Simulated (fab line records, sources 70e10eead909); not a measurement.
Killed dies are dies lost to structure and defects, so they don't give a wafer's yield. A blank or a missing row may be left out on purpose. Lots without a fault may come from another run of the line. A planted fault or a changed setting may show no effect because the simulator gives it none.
Chamber matching | flow nand_harc | NHARC_A_WL_FILL_CMP_12 on cmp-02: 4 sister chambers
The step polishes, t overpolish 30 s, target thk 100 nm. 8 wafers are shown with their chamber, then 9 later ones without.

WAFERS WITH THEIR CHAMBER
wafer  | chamber | motor_current_A (A) | time_to_endpoint_s (s)
L082.6 | 1       | 13.4                | 26
L084.2 | 2       | 12.1                | 19
L085.1 | 3       | 12.3                | 16
L085.4 | 0       | 11.2                | 17
L085.6 | 1       | 14.0                | 24
L091.1 | 2       | 12.0                | 20
L091.4 | 3       | 12.5                | 16
L091.6 | 0       | 11.9                | 19

WAFERS WITHOUT THEIR CHAMBER
wafer  | motor_current_A (A) | time_to_endpoint_s (s)
L090.3 | 11.1                | 19
L090.5 | 11.9                | 21
L090.6 | 13.4                | 21
L094.1 | 12.5                | 21
L094.3 | 11.2                | 20
L094.5 | 12.1                | 19
L096.1 | 11.7                | 17
L096.4 | 13.2                | 22
L096.5 | 11.6                | 19

WHICH CHAMBER EACH WENT THROUGH
wafer  | from the rows above          | in truth
L090.3 | can't be placed: 0 or 2      | 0
L090.5 | can't be placed: 2 or 0      | 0
L090.6 | can't be placed: 1 or 2 or 3 | 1
L094.1 | 2                            | 2
L094.3 | can't be placed: 0 or 2      | 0
L094.5 | can't be placed: 2 or 0      | 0
L096.1 | can't be placed: 0 or 3 or 2 | 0
L096.4 | can't be placed: 1 or 2      | 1
L096.5 | can't be placed: 0 or 2      | 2
Placed correctly: 1 of 9. Can't be placed from these rows: 8 (the true chamber is among the candidates in 8). Placed wrongly: 0.
How it was worked out, from the rows above alone: a wafer's distance from a chamber is the root of the sum, over the readings, of the square of ((its reading less the chamber's mean) divided by the reading's scatter). The wafer belongs to the nearest chamber; if the next one is less than 2 further off, it can't be placed. A chamber's mean is the mean of its shown wafers. The scatter: the root of (the sum of the squares of (reading less its chamber's mean) over the shown wafers, divided by (wafers less chambers)).
